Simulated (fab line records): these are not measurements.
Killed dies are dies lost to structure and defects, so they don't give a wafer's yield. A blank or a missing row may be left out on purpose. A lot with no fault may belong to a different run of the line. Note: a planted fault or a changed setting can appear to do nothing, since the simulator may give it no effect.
Chamber matching ; flow n5_finfet ; rie_diel-06 running N5_BEOL_M6_ETCH_72: 4 sister chambers
The step etches underlayer in N2/H2, target depth 6.5 nm, time 5.2 s. 8 wafers are shown with their chamber, then 8 later ones without.

EACH WAFER AND ITS CHAMBER
wafer;chamber;drypump_motor_current_A (A);showerhead_plenum_p_Torr (Torr)
L083.2;0;5.8;2.64
L088.2;3;5.3;2.57
L088.3;1;6.5;2.61
L088.6;2;5.4;2.52
L087.1;0;5.7;2.63
L087.3;1;6.5;2.60
L087.5;2;5.4;2.52
L091.1;3;5.3;2.57

WAFERS WITH NO CHAMBER GIVEN
wafer;drypump_motor_current_A (A);showerhead_plenum_p_Torr (Torr)
L091.3;6.5;2.60
L091.4;5.8;2.63
L094.2;5.4;2.52
L094.5;5.3;2.56
L094.6;5.8;2.63
L096.4;6.5;2.59
L096.5;5.7;2.62
L096.6;6.5;2.59

CHAMBER TAKEN BY EACH
wafer;from the rows above;in truth
L091.3;1;1
L091.4;0;0
L094.2;2;2
L094.5;3;3
L094.6;0;0
L096.4;1;1
L096.5;0;0
L096.6;1;1
Correct placement for 8 of the 8. Can't be placed from these rows: 0. Placed wrongly: 0.
How it was worked out, from the rows above alone: a wafer's distance from a chamber is the root of the sum, over the readings, of the square of ((its reading less the chamber's mean) divided by the reading's scatter). The wafer belongs to the nearest chamber; if the next one is less than 2 further off, it can't be placed. Each chamber's mean is taken over the wafers shown for it. The scatter is the square root of a quotient: the sum, over the shown wafers, of each reading's squared deviation from its chamber's mean, divided by wafers minus chambers.
